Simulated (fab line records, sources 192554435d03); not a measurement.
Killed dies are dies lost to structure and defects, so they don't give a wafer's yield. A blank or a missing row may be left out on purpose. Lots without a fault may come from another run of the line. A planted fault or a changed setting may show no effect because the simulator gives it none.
Chamber matching | flow n5_finfet | N5_BEOL_M2_ALD_84 on ald_metal-03: 4 sister chambers
The step deposits TaN, pulse time 2 s, purge time 3 s, co reactant purge time 2 s. 4 wafers are shown with their chamber, then 12 later ones without.

WAFERS WITH THEIR CHAMBER
wafer  | chamber | heater_power_w (W)
L090.6 | 0       | 358
L092.2 | 2       | 449
L092.3 | 1       | 465
L092.5 | 3       | 408

WAFERS WITHOUT THEIR CHAMBER
wafer  | heater_power_w (W)
L093.2 | 359
L093.4 | 455
L093.6 | 453
L095.1 | 454
L095.3 | 449
L095.4 | 427
L097.1 | 366
L097.2 | 418
L097.3 | 450
L097.4 | 451
L097.5 | 412
L097.6 | 453

WHICH CHAMBER EACH WENT THROUGH
wafer  | from the rows above     | in truth
L093.2 | 0                       | 0
L093.4 | can't be placed: 2 or 1 | 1
L093.6 | can't be placed: 2 or 1 | 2
L095.1 | can't be placed: 2 or 1 | 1
L095.3 | 2                       | 2
L095.4 | can't be placed: 3 or 2 | 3
L097.1 | 0                       | 0
L097.2 | 3                       | 3
L097.3 | can't be placed: 2 or 1 | 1
L097.4 | can't be placed: 2 or 1 | 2
L097.5 | 3                       | 3
L097.6 | can't be placed: 2 or 1 | 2
Placed correctly: 5 of 12. Can't be placed from these rows: 7 (the true chamber is among the candidates in 7). Placed wrongly: 0.
How it was worked out, from the rows above alone: a wafer's distance from a chamber is the root of the sum, over the readings, of the square of ((its reading less the chamber's mean) divided by the reading's scatter). The wafer belongs to the nearest chamber; if the next one is less than 2 further off, it can't be placed. A chamber's mean is the mean of its shown wafers. The scatter: with one shown wafer a chamber, the root of the mean of the squares of how far each hidden wafer lies from its nearest shown one.
